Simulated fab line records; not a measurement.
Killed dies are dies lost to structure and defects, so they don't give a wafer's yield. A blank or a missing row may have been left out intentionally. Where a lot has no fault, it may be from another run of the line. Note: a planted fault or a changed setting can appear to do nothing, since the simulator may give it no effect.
fab line records    flow nand-harc
[record] lots = 7  wafers = 18  last-day = 34
route steps=1302 shown A_DECK1_JOINT@544 A_ONON_D2@545 END@1302
lots that met no fault: from a run of the same line without faults
start-h: start of the lot's first displayed wafer, in hours after the record's first day    wait-h: hours since the lot's step before    " the same as in the row above    L1.1+2: one row covering several wafers at once    - no value present, or no start provided    * or withheld: withheld    < > ~ a bound
route shown NAME@n: names a module that has steps shown in the file, with the first one's number in the route    usual: mean/standard deviation taken from wafers without a fault    same: alike in all rows    chamber/n: place in a boat    sites: each site's reading    _std_site: the values' standard deviation    _edge_site: the outer-site mean with the inner-site mean subtracted    radius-mm: for every site, how far away it sits from the centre of the wafer    mask NAME#n: copy n    behind: the most recent tool/chamber to have shaped the wafer    hold: cause of the lot's hold/its duration in hours/its outcome    device: whichever transistor did not switch (one of n, p or np)    end of line: at the end of the route, the tests of the same wafers    a step given without rows: its recipe and nothing more    killed: not the wafer's yield, but the dies lost to structure and defects at the first sort    map: the dies of a wafer, with x for killed, . for not killed, _ for no die there
set.NAME: the setting as run; set.NAME@STEP: as run at that earlier step    model.NAME: the simulator's own value behind a step, which no gauge read
lots at selected steps of the route; one table per step, one row per wafer
services: the hour from which a tool's chamber was out of use, counted from the record's first day as start-h (under 0 if before that day), plus the number of hours and why
[[steps]]
[step NHARC_A_DECK1_JOINT_INSPECT_05]
[usual] raw-defect-count = 315/130
lot.wafer  tool               chamber  start-h  wait-h  raw-defect-count
L350.1     defect-inspect-02  -        301.73   0.0     261
L350.3     "                  -        "        "       342
L350.5     "                  -        "        "       392
L352.1     defect-inspect-01  -        327.35   0.0     334
L352.3     "                  -        "        "       280
L352.4     "                  -        "        "       336
L363.2     defect-inspect-01  -        438.79   0.0     191
L363.5     "                  -        "        "       353
L365.2     defect-inspect-02  -        443.51   0.0     455
L365.5     "                  -        "        "       698
L366.3     defect-inspect-01  -        457.30   0.0     139
L366.6     "                  -        "        "       207
L369.2     defect-inspect-02  -        495.93   0.0     502
L369.4     "                  -        "        "       272
L369.5     "                  -        "        "       189
L370.3     defect-inspect-01  -        501.50   0.0     190
L370.4     "                  -        "        "       247
L370.6     "                  -        "        "       195
[step NHARC_A_ONON_D2_DEP_00]
[recipe] target-thk-a = 10000  n2-flow-sccm = 2750  n2o-flow-sccm = 2000  nh3-flow-sccm = 500  sih4-flow-sccm = 210  temp-c = 400
[step NHARC_A_ONON_D2_THK_MEAS_02]
[recipe] thk-meas-gauge = ellipsometry
[usual] thk-nm = 998/12
lot.wafer  tool           chamber  start-h  wait-h  thk-nm
L350.1     film-metro-01  -        302.30   -       981
L350.3     "              -        "        "       980
L350.5     "              -        "        "       982
L352.1     film-metro-01  -        327.93   -       981
L352.3     "              -        "        "       982
L352.4     "              -        "        "       983
L363.2     film-metro-02  -        439.37   -       1009
L363.5     "              -        "        "       1009
L365.2     film-metro-02  -        444.08   -       992
L365.5     "              -        "        "       994
L366.3     film-metro-02  -        457.88   -       1001
L366.6     "              -        "        "       1003
L369.2     film-metro-02  -        496.51   -       1023
L369.4     "              -        "        "       1022
L369.5     "              -        "        "       1024
L370.3     film-metro-01  -        502.07   -       995
L370.4     "              -        "        "       995
L370.6     "              -        "        "       994
[step NHARC_A_ONON_D2_DEP_03]
[recipe] target-thk-a = 10000  n2-flow-sccm = 2750  n2o-flow-sccm = 2000  nh3-flow-sccm = 500  sih4-flow-sccm = 210  temp-c = 400
[step NHARC_A_ONON_D2_THK_MEAS_05]
[recipe] thk-meas-gauge = ellipsometry
[usual] thk-nm = 1001/8.4
lot.wafer  tool           chamber  start-h  wait-h  thk-nm
L350.1     film-metro-01  -        302.87   -       1010
L350.3     "              -        "        "       1011
L350.5     "              -        "        "       1011
L352.1     film-metro-02  -        328.49   -       1000
L352.3     "              -        "        "       999
L352.4     "              -        "        "       998
L363.2     film-metro-01  -        439.93   -       1008
L363.5     "              -        "        "       1011
L365.2     film-metro-01  -        444.65   -       1005
L365.5     "              -        "        "       1007
L366.3     film-metro-02  -        458.45   -       1000
L366.6     "              -        "        "       1000
L369.2     film-metro-02  -        497.08   -       998
L369.4     "              -        "        "       998
L369.5     "              -        "        "       996
L370.3     film-metro-01  -        502.63   -       1005
L370.4     "              -        "        "       1005
L370.6     "              -        "        "       1004
[step NHARC_A_ONON_D2_DEP_06]
[recipe] target-thk-a = 10000  n2-flow-sccm = 2750  n2o-flow-sccm = 2000  nh3-flow-sccm = 500  sih4-flow-sccm = 210  temp-c = 400
[step NHARC_A_ONON_D2_THK_MEAS_08]
[recipe] thk-meas-gauge = ellipsometry
[usual] thk-nm = 997/13
lot.wafer  tool           chamber  start-h  wait-h  thk-nm
L350.1     film-metro-01  -        303.44   -       992
L350.3     "              -        "        "       994
L350.5     "              -        "        "       992
L352.1     film-metro-02  -        329.06   -       991
L352.3     "              -        "        "       991
L352.4     "              -        "        "       989
L363.2     film-metro-01  -        440.50   -       987
L363.5     "              -        "        "       987
L365.2     film-metro-01  -        445.22   -       988
L365.5     "              -        "        "       988
L366.3     film-metro-02  -        459.01   -       984
L366.6     "              -        "        "       983
L369.2     film-metro-02  -        497.65   -       1014
L369.4     "              -        "        "       1015
L369.5     "              -        "        "       1017
L370.3     film-metro-01  -        503.20   -       1006
L370.4     "              -        "        "       1007
L370.6     "              -        "        "       1006
[step NHARC_A_ONON_D2_DEP_09]
[recipe] target-thk-a = 10000  n2-flow-sccm = 2750  n2o-flow-sccm = 2000  nh3-flow-sccm = 500  sih4-flow-sccm = 210  temp-c = 400
[step NHARC_A_ONON_D2_THK_MEAS_11]
[recipe] thk-meas-gauge = ellipsometry
[usual] thk-nm = 1000/11
lot.wafer  tool           chamber  start-h  wait-h  thk-nm
L350.1     film-metro-01  -        304.01   -       1005
L350.3     "              -        "        "       1007
L350.5     "              -        "        "       1006
L352.1     film-metro-01  -        329.62   -       977
L352.3     "              -        "        "       977
L352.4     "              -        "        "       978
L363.2     film-metro-01  -        441.07   -       992
L363.5     "              -        "        "       991
L365.2     film-metro-02  -        445.79   -       1011
L365.5     "              -        "        "       1012
L366.3     film-metro-01  -        459.58   -       1002
L366.6     "              -        "        "       1001
L369.2     film-metro-02  -        498.48   -       998
L369.4     "              -        "        "       999
L369.5     "              -        "        "       998
L370.3     film-metro-02  -        503.76   -       1023
L370.4     "              -        "        "       1025
L370.6     "              -        "        "       1026
[step NHARC_A_ONON_D2_DEP_12]
[recipe] target-thk-a = 10000  n2-flow-sccm = 2750  n2o-flow-sccm = 2000  nh3-flow-sccm = 500  sih4-flow-sccm = 210  temp-c = 400
[step NHARC_A_ONON_D2_THK_MEAS_14]
[recipe] thk-meas-gauge = ellipsometry
[usual] thk-nm = 999/12
lot.wafer  tool           chamber  start-h  wait-h  thk-nm
L350.1     film-metro-02  -        304.57   -       1008
L350.3     "              -        "        "       1008
L350.5     "              -        "        "       1006
L352.1     film-metro-02  -        330.19   -       1018
L352.3     "              -        "        "       1018
L352.4     "              -        "        "       1018
L363.2     film-metro-01  -        441.66   -       1009
L363.5     "              -        "        "       1009
L365.2     film-metro-02  -        446.35   -       1005
L365.5     "              -        "        "       1003
L366.3     film-metro-01  -        460.15   -       985
L366.6     "              -        "        "       986
L369.2     film-metro-01  -        499.11   -       1005
L369.4     "              -        "        "       1005
L369.5     "              -        "        "       1006
L370.3     film-metro-02  -        504.33   -       998
L370.4     "              -        "        "       999
L370.6     "              -        "        "       1001
[step NHARC_A_ONON_D2_ANNEAL_15]
[recipe] temp-c = 750  time-s = 3600
[step NHARC_A_ONON_D2_DEP_16]
[recipe] target-thk-a = 10000  n2-flow-sccm = 2750  n2o-flow-sccm = 2000  nh3-flow-sccm = 500  sih4-flow-sccm = 210  temp-c = 400
lot.wafer   tool           chamber  start-h  wait-h
L350.1+3+5  pecvd-onon-03  0        311.98   0.4
L352.1+3+4  pecvd-onon-01  0        337.02   0.4
L363.2+5    pecvd-onon-03  0        448.10   0.4
L365.2+5    pecvd-onon-03  0        453.62   0.4
L366.3+6    pecvd-onon-03  0        467.14   0.5
L369.2+4+5  pecvd-onon-01  0        506.19   0.4
L370.3+4+6  pecvd-onon-01  0        513.58   0.5
[step NHARC_A_ONON_D2_THK_MEAS_18]
[recipe] thk-meas-gauge = ellipsometry
[usual] thk-nm = 1000/9.5
lot.wafer  tool           chamber  start-h  wait-h  thk-nm
L350.1     film-metro-01  -        312.50   -       1004
L350.3     "              -        "        "       1002
L350.5     "              -        "        "       1003
L352.1     film-metro-01  -        337.53   -       994
L352.3     "              -        "        "       994
L352.4     "              -        "        "       992
L363.2     film-metro-02  -        448.55   -       995
L363.5     "              -        "        "       1124
L365.2     film-metro-02  -        454.07   -       1006
L365.5     "              -        "        "       1134
L366.3     film-metro-02  -        467.54   -       1130
L366.6     "              -        "        "       999
L369.2     film-metro-01  -        506.63   -       1003
L369.4     "              -        "        "       1005
L369.5     "              -        "        "       1006
L370.3     film-metro-02  -        513.97   -       1000
L370.4     "              -        "        "       1000
L370.6     "              -        "        "       1000
[step NHARC_A_ONON_D2_DEP_19]
[recipe] target-thk-a = 10000  n2-flow-sccm = 2750  n2o-flow-sccm = 2000  nh3-flow-sccm = 500  sih4-flow-sccm = 210  temp-c = 400
[step NHARC_END_SORT_01]
[recipe] temp-c = 25
[usual] killed-at-array = 41/10  killed-at-other = 0.8/0.91  killed-at-periphery = 4.2/2.9  killed-dies = 46/10  killed-open = 3.5/2.1  killed-short = 2.5/1.6
[same] gross-dies = 677
lot.wafer  tool       chamber  start-h  wait-h  killed-at-array  killed-at-other  killed-at-periphery  killed-dies  killed-open  killed-short
L365.5     prober-01  0        731.56   3.7     674              0                3                    677          6            3
L363.5     prober-02  0        731.67   3.8     673              1                3                    677          4            4
L366.3     prober-01  0        741.18   3.1     676              0                1                    677          3            2
// killed by level:class
L365.5 A_ONON_D2:area-dep=622 A_CHANNEL_HOLE_D1:chamber-film-flake=15 A_SLIT:chamber-film-flake=15 A_CHANNEL_HOLE_D2:chamber-film-flake=4 A_CONTACT:chamber-film-flake=4 A_CHANNEL_FILL_D2:geometric-particle:open=2 A_M1:geometric-particle:open=2 P_ZERO_WELL:chamber-film-flake=2
L363.5 A_ONON_D2:area-dep=624 A_CHANNEL_HOLE_D1:chamber-film-flake=16 A_SLIT:chamber-film-flake=15 A_CHANNEL_HOLE_D2:chamber-film-flake=3 A_CHANNEL_FILL_D1:geometric-particle:short=2 P_GATE:chamber-film-flake=2 A_CONTACT:chamber-film-flake=2 A_BONDPAD:chamber-film-flake=2
L366.3 A_ONON_D2:area-dep=626 A_SLIT:chamber-film-flake=13 A_STAIRCASE:chamber-film-flake=8 A_CHANNEL_HOLE_D1:chamber-film-flake=7 A_CHANNEL_HOLE_D2:chamber-film-flake=7 A_M1:chamber-film-flake=4 A_CONTACT:chamber-film-flake=3 A_ONON_D1:geometric-particle:short=1
// map L363.5 (x killed, . not)
____________x____________
_________xxxxxxx_________
_______xxxxxxxxxxx_______
______xxxxxxxxxxxxx______
_____xxxxxxxxxxxxxxx_____
____xxxxxxxxxxxxxxxxx____
____xxxxxxxxxxxxxxxxx____
___xxxxxxxxxxxxxxxxxxx___
___xxxxxxxxxxxxxxxxxxx___
__xxxxxxxxxxxxxxxxxxxxx__
__xxxxxxxxxxxxxxxxxxxxx__
_xxxxxxxxxxxxxxxxxxxxxxx_
_xxxxxxxxxxxxxxxxxxxxxxx_
_xxxxxxxxxxxxxxxxxxxxxxx_
_xxxxxxxxxxxxxxxxxxxxxxx_
_xxxxxxxxxxxxxxxxxxxxxxx_
xxxxxxxxxxxxxxxxxxxxxxxxx
xxxxxxxxxxxxxxxxxxxxxxxxx
xxxxxxxxxxxxxxxxxxxxxxxxx
xxxxxxxxxxxxxxxxxxxxxxxxx
xxxxxxxxxxxxxxxxxxxxxxxxx
_xxxxxxxxxxxxxxxxxxxxxxx_
_xxxxxxxxxxxxxxxxxxxxxxx_
_xxxxxxxxxxxxxxxxxxxxxxx_
_xxxxxxxxxxxxxxxxxxxxxxx_
_xxxxxxxxxxxxxxxxxxxxxxx_
__xxxxxxxxxxxxxxxxxxxxx__
__xxxxxxxxxxxxxxxxxxxxx__
___xxxxxxxxxxxxxxxxxxx___
___xxxxxxxxxxxxxxxxxxx___
____xxxxxxxxxxxxxxxxx____
____xxxxxxxxxxxxxxxxx____
_____xxxxxxxxxxxxxxx_____
______xxxxxxxxxxxxx______
_______xxxxxxxxxxx_______
_________xxxxxxx_________
____________x____________
// map L365.5 (x killed, . not)
____________x____________
_________xxxxxxx_________
_______xxxxxxxxxxx_______
______xxxxxxxxxxxxx______
_____xxxxxxxxxxxxxxx_____
____xxxxxxxxxxxxxxxxx____
____xxxxxxxxxxxxxxxxx____
___xxxxxxxxxxxxxxxxxxx___
___xxxxxxxxxxxxxxxxxxx___
__xxxxxxxxxxxxxxxxxxxxx__
__xxxxxxxxxxxxxxxxxxxxx__
_xxxxxxxxxxxxxxxxxxxxxxx_
_xxxxxxxxxxxxxxxxxxxxxxx_
_xxxxxxxxxxxxxxxxxxxxxxx_
_xxxxxxxxxxxxxxxxxxxxxxx_
_xxxxxxxxxxxxxxxxxxxxxxx_
xxxxxxxxxxxxxxxxxxxxxxxxx
xxxxxxxxxxxxxxxxxxxxxxxxx
xxxxxxxxxxxxxxxxxxxxxxxxx
xxxxxxxxxxxxxxxxxxxxxxxxx
xxxxxxxxxxxxxxxxxxxxxxxxx
_xxxxxxxxxxxxxxxxxxxxxxx_
_xxxxxxxxxxxxxxxxxxxxxxx_
_xxxxxxxxxxxxxxxxxxxxxxx_
_xxxxxxxxxxxxxxxxxxxxxxx_
_xxxxxxxxxxxxxxxxxxxxxxx_
__xxxxxxxxxxxxxxxxxxxxx__
__xxxxxxxxxxxxxxxxxxxxx__
___xxxxxxxxxxxxxxxxxxx___
___xxxxxxxxxxxxxxxxxxx___
____xxxxxxxxxxxxxxxxx____
____xxxxxxxxxxxxxxxxx____
_____xxxxxxxxxxxxxxx_____
______xxxxxxxxxxxxx______
_______xxxxxxxxxxx_______
_________xxxxxxx_________
____________x____________
[[services]]
tool           chamber  start-h  hours  kind
pecvd-onon-03  -        408.00   13.0   pm
pecvd-onon-01  -        451.64   13.0   pm
pecvd-onon-03  -        481.26   9.3    repair
[[key]]
[first-sign] step = NHARC_A_ONON_D2_THK_MEAS_18  reading = thk-nm  direction = up  sigmas = 14  usual = 1000  struck = 1129
[effect] step = NHARC_END_SORT_01  reading = killed-dies  direction = up  sigmas = 63  usual = 46  struck = 677
[more-kills-born-at] NHARC_A_ONON_D2_DEP_16@pecvd-onon-03 = 1872
met-at NHARC_A_ONON_D2_DEP_16
struck-wafers L363.5,L365.5,L366.3
later-rows-left-out L363.5,L365.5,L366.3
tester-left-out L363,L365,L366
onset-between 311.98 448.10
[fault] kind = process-parameter-drift  tool = pecvd-onon-03  chamber = -  onset-h = 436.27  steps = NHARC_A_ONON_D2_DEP_16  channel = target-thk-a  offset = *  shape = step  end-h = 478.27  scope = struck-wafers-only  acts-in = *  stated = *
// tester-left-out: of these lots the tester's yield and bins aren't shown, on N5 and GAA mostly nor the transistor test; their killed dies are dies lost to structure and defects alone, not to doping, threshold or leakage, so they don't give the yield
// later-rows-left-out: the simulator's readings of these wafers behind a module that went badly wrong aren't trusted and aren't shown, but for the sort
